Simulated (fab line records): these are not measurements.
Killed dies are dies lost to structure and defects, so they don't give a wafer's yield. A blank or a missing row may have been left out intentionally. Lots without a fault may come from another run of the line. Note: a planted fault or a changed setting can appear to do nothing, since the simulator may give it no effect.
fab line records -- flow n5-finfet
record lots=7, wafers=39
route steps=1938 shown FIN_SAQP@94
start-h: the number of hours between the record's first day and the start of the first shown wafer of the lot -- wait-h: hours from the lot's prior step to this one -- " identical to the entry in the row above -- L1.1+2: a single row standing in for several wafers -- - no value, or no start was given -- * or withheld: withheld -- < > ~ a bound
route shown NAME@n: names a module that has steps shown in the file, with the first one's number in the route -- usual: average and standard deviation across the fault-free wafers -- same: alike in all rows -- chamber/n: place in a boat -- sites: each site's reading -- _std_site: the values' standard deviation -- _edge_site: mean of outer sites minus mean of inner sites -- radius-mm: for every site, how far away it sits from the centre of the wafer -- mask NAME#n: copy n -- behind: tool/chamber where the wafer was last shaped -- hold: reason for holding the lot/hours on hold/outcome of the hold -- device: whichever transistor did not switch (one of n, p or np) -- end of line: the same wafers' tests at the end of the route -- step lacking rows: just its recipe -- killed: dies that structure and defects cost at the first sort, which is not the same as the wafer's yield -- map: dies across one wafer; x = killed, . = not, _ = none there
set.NAME: the setting as run; set.NAME@STEP: as run at that earlier step -- model.NAME: the simulator's own value behind a step, which no gauge read
lots with deliberately changed settings; one table per step, one row per wafer
## steps
# step N5_FIN_SAQP_ALD_61
# recipe material=SiO2, target-thk-a=40, temp-c=300, ald-precursor-family=BDEAS, ald-co-reactant=O2-plasma, pulse-time-s=1, purge-time-s=2, co-reactant-purge-time-s=2, ald-cycles=43, pressure-torr=2
lot.wafer,tool,chamber,start-h,wait-h,set.ald-cycles,model.SiO2_of_FIN_SAQP_ALD_61.thk-nm
L074.1,ald-sin-04,0,20.62,0.3,43,3.997
L074.2,ald-sin-04,2,20.62,0.3,46,4.271
L074.3,ald-sin-04,3,20.62,0.3,43,4.012
L074.4,ald-sin-04,1,20.62,0.3,43,3.991
L074.5,ald-sin-04,3,20.62,0.3,46,4.288
L074.6,ald-sin-04,2,20.62,0.3,46,4.257
L076.1,ald-sin-01,3,33.79,0.5,43,3.993
L076.2,ald-sin-01,1,33.79,0.5,43,4.013
L076.3,ald-sin-01,0,33.79,0.5,43,4.007
L076.4,ald-sin-01,2,33.79,0.5,43,4.021
L076.5,ald-sin-01,3,33.79,0.5,43,3.991
L076.6,ald-sin-01,0,33.79,0.5,43,4.006
L077.1,ald-sin-02,3,38.85,0.0,43,4.018
L077.2,ald-sin-02,1,38.85,0.0,43,4.006
L077.3,ald-sin-02,2,38.85,0.0,43,4.034
L077.4,ald-sin-02,0,38.85,0.0,43,3.998
L077.5,ald-sin-02,1,38.85,0.0,43,3.999
L077.6,ald-sin-02,0,38.85,0.0,43,3.997
L080.2+3,ald-sin-04,"2,0",59.43,0.1,43,4.022
L080.5,ald-sin-04,1,59.43,0.1,43,4.01
L081.1,ald-sin-01,3,62.38,0.0,43,3.993
L081.2,ald-sin-01,1,62.38,0.0,43,3.997
L081.3,ald-sin-01,2,62.38,0.0,43,4.032
L081.4,ald-sin-01,0,62.38,0.0,43,4.007
L081.5,ald-sin-01,1,62.38,0.0,43,4.012
L081.6,ald-sin-01,2,62.38,0.0,43,4.026
L083.1,ald-sin-04,3,75.38,0.1,43,4.008
L083.2,ald-sin-04,1,75.38,0.1,43,3.996
L083.3,ald-sin-04,0,75.38,0.1,49,4.544
L083.4,ald-sin-04,2,75.38,0.1,43,4.003
L083.5,ald-sin-04,0,75.38,0.1,49,4.562
L083.6,ald-sin-04,3,75.38,0.1,49,4.56
L090.1,ald-sin-02,2,116.81,0.0,43,3.986
L090.2,ald-sin-02,1,116.81,0.0,43,4.03
L090.3,ald-sin-02,0,116.81,0.0,43,4.019
L090.4,ald-sin-02,3,116.81,0.0,43,4
L090.5,ald-sin-02,2,116.81,0.0,43,4.001
L090.6,ald-sin-02,1,116.81,0.0,43,4.003
## key
split step=N5_FIN_SAQP_ALD_61, setting=ald-cycles, stated=43, by=wafer
response step=N5_FIN_SAQP_ALD_61, reading=model.SiO2_of_FIN_SAQP_ALD_61.thk-nm, change=+0.0395, per=1%, r=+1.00
